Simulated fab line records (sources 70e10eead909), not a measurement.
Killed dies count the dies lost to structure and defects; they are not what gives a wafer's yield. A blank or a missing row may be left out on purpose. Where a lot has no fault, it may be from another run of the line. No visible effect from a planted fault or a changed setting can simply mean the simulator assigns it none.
Matching of chambers / flow nand-harc / 4 sister chambers for NHARC_A_STAIRCASE_DESCUM_252 on rie-diel-04
The step chemistry O2, time 3 s. 8 wafers are shown with their chamber, then 8 later ones without.

== WAFERS PAIRED WITH THEIR CHAMBERS ==
wafer=L085.3; chamber=2; showerhead-plenum-p-Torr (Torr)=1.82; oes-product-au (a.u.)=0.995
wafer=L085.4; chamber=0; showerhead-plenum-p-Torr (Torr)=1.86; oes-product-au (a.u.)=1.003
wafer=L088.1; chamber=2; showerhead-plenum-p-Torr (Torr)=1.82; oes-product-au (a.u.)=0.988
wafer=L088.5; chamber=0; showerhead-plenum-p-Torr (Torr)=1.86; oes-product-au (a.u.)=1.007
wafer=L090.1; chamber=1; showerhead-plenum-p-Torr (Torr)=1.90; oes-product-au (a.u.)=0.996
wafer=L090.4; chamber=3; showerhead-plenum-p-Torr (Torr)=1.79; oes-product-au (a.u.)=0.990
wafer=L090.5; chamber=3; showerhead-plenum-p-Torr (Torr)=1.79; oes-product-au (a.u.)=0.997
wafer=L094.1; chamber=1; showerhead-plenum-p-Torr (Torr)=1.89; oes-product-au (a.u.)=1.002

== WAFERS WITHOUT THEIR CHAMBER ==
wafer=L094.2; showerhead-plenum-p-Torr (Torr)=1.78; oes-product-au (a.u.)=0.986
wafer=L094.3; showerhead-plenum-p-Torr (Torr)=1.85; oes-product-au (a.u.)=1.004
wafer=L096.2; showerhead-plenum-p-Torr (Torr)=1.85; oes-product-au (a.u.)=1.012
wafer=L096.4; showerhead-plenum-p-Torr (Torr)=1.81; oes-product-au (a.u.)=0.994
wafer=L096.5; showerhead-plenum-p-Torr (Torr)=1.90; oes-product-au (a.u.)=1.017
wafer=L093.1; showerhead-plenum-p-Torr (Torr)=1.89; oes-product-au (a.u.)=0.989
wafer=L093.2; showerhead-plenum-p-Torr (Torr)=1.78; oes-product-au (a.u.)=0.995
wafer=L093.3; showerhead-plenum-p-Torr (Torr)=1.82; oes-product-au (a.u.)=0.978

== CHAMBER TAKEN BY EACH ==
wafer=L094.2; from the rows above=3; in truth=3
wafer=L094.3; from the rows above=0; in truth=0
wafer=L096.2; from the rows above=0; in truth=0
wafer=L096.4; from the rows above=2; in truth=2
wafer=L096.5; from the rows above=1; in truth=1
wafer=L093.1; from the rows above=1; in truth=1
wafer=L093.2; from the rows above=3; in truth=3
wafer=L093.3; from the rows above=2; in truth=2
8 of 8 placed correctly. Can't be placed from these rows: 0. Number placed wrongly: 0.
How it was worked out, from the rows above alone: a wafer's distance from a chamber is the root of the sum, over the readings, of the square of ((its reading less the chamber's mean) divided by the reading's scatter). The wafer belongs to the nearest chamber; if the next one is less than 2 further off, it can't be placed. Each chamber's mean is taken over the wafers shown for it. How the scatter is found: for the shown wafers, subtract from each reading the mean of its chamber, square and add these, divide the total by (wafers less chambers), then take the root.
